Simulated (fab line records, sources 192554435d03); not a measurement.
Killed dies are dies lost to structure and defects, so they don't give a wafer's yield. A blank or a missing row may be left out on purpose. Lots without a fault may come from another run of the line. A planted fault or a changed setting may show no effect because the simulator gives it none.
One fault seen from 3 desks | flow n5_finfet | each desk has only its own numbers; what lay behind them comes last
Where a reading is given only as a bound, like >300, the bound stands for it, and a mean or a difference that rests on one is marked > or <: the true number lies beyond.

THE DEFECT DESK
What the inspections along the route counted, lot by lot: means of the sampled wafers that have a number. A lot is out of limits, marked OUT, if its mean lies more than 4 standard deviations from the usual mean; the brackets give that distance.
Columns: A = raw_defect_count at N5_BEOL_M0_SAQP_INSPECT_42, usual 296; B = raw_defect_count at N5_BEOL_M0_CUTY_INSPECT_59, usual 1.9
lot  | first seen here | A   | B
L282 | day 6 08:24     | 220 | 2.0
L283 | day 6 12:42     | 253 | 0.7
L284 | day 6 16:46     | 219 | 2.3
L285 | day 7 01:37     | 303 | 3.0
L288 | day 7 14:14     | 416 | >101 (>+71) OUT
L295 | day 9 09:05     | 399 | 0.7
L296 | day 9 18:44     | 492 | 2.0
L297 | day 9 20:47     | 228 | 2.7
L303 | day 11 11:07    | 207 | 1.0
This desk's finding: out of limits on L288; first on L288, day 7 15:38 (raw_defect_count at N5_BEOL_M0_CUTY_INSPECT_59). In limits: L282, L283, L284, L285, L295, L296, L297, L303.

THE METROLOGY DESK
What the gauges read, lot by lot, whatever tool the lot ran on: means of the sampled wafers that have a number. A lot is out of limits, marked OUT, if its mean lies more than 4 standard deviations from the usual mean; the brackets give that distance. Of its 11 readings 7 are shown: those that lie furthest out on some lot.
Columns: A = DIBL_N at N5_BEOL_M4_RC_MEAS_101, usual 36.0 mV/V; B = DIBL_P at N5_BEOL_M4_RC_MEAS_101, usual 36.3 mV/V; C = IOFF_N at N5_BEOL_M4_RC_MEAS_101, usual 0.16 nA/um; D = IOFF_P at N5_BEOL_M4_RC_MEAS_101, usual 0.21 nA/um; E = ION_N at N5_BEOL_M4_RC_MEAS_101, usual 673 uA/um; F = VT_N at N5_BEOL_M4_RC_MEAS_101, usual 250 mV; G = VT_P at N5_BEOL_M4_RC_MEAS_101, usual -250.9 mV
lot  | first seen here | A    | B    | C    | D    | E   | F   | G
L282 | day 6 08:01     | 36.9 | 38.3 | 0.19 | 0.23 | 686 | 248 | -247.7
L283 | day 6 12:11     | 33.7 | 32.4 | 0.14 | 0.19 | 667 | 249 | -249.3
L284 | day 6 16:22     | 35.6 | 36.1 | 0.16 | 0.19 | 673 | 250 | -250.7
L285 | day 7 00:16     | 34.2 | 34.7 | 0.12 | 0.17 | 666 | 254 | -253.8
L288 | day 7 13:51     | 38.5 | 40.7 | 0.21 | 0.24 | 689 | 244 | -251.3
L295 | day 9 08:41     | 35.5 | 37.0 | 0.14 | 0.18 | 663 | 254 | -255.3
L296 | day 9 18:13     | 34.0 | 32.7 | 0.11 | 0.15 | 655 | 257 | -254.6
L297 | day 9 20:24     | 35.2 | 37.0 | 0.16 | 0.21 | 682 | 248 | -249.5
L303 | day 11 10:35    | 38.1 | 37.2 | 0.17 | 0.22 | 680 | 249 | -250.7
This desk's finding: nothing out of limits on any of the 9 lots.

THE TOOL OWNER'S DESK: ald_sin-04
The tool's own readings at N5_BEOL_M0_SAQP_SPACER1_ALD_98 (deposits SiO2, target thk 12.8 nm, pulse time 1 s, purge time 2 s): means of the sampled wafers that have a number, for each lot that ran on this tool. A lot is out of limits, marked OUT, if its mean lies more than 4 standard deviations from the usual mean; the brackets give that distance.
Columns: A = heater_power_w at N5_BEOL_M0_SAQP_SPACER1_ALD_98, usual 498 W; B = precursor_pulse_height_rel at N5_BEOL_M0_SAQP_SPACER1_ALD_98, usual 0.999
lot  | first seen here | A   | B
L283 | day 6 09:26     | 471 | 0.983
L284 | day 6 13:55     | 483 | 1.002
L288 | day 7 11:19     | 480 | 1.001
L303 | day 11 07:46    | 519 | 0.984
This desk's finding: nothing out of limits on any of the 4 lots.

PUT TOGETHER
The defect desk could have raised an alarm at day 7 15:38, on L288.
The metrology desk saw nothing out of limits.
The tool owner's desk saw nothing out of limits.
The metrology desk has L288 on record, within its limits.
The tool owner's desk has L288 on record, within its limits.
Of the lots named, all ran N5_BEOL_M0_SAQP_SPACER1_ALD_98 on ald_sin-04.

WHAT THE SIMULATOR HAD PUT IN
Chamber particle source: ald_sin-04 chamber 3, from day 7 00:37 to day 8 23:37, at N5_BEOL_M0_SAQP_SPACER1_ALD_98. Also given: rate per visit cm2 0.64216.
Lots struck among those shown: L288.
Hours from the fault's start to each desk's first reading out of limits: the defect desk, 15.
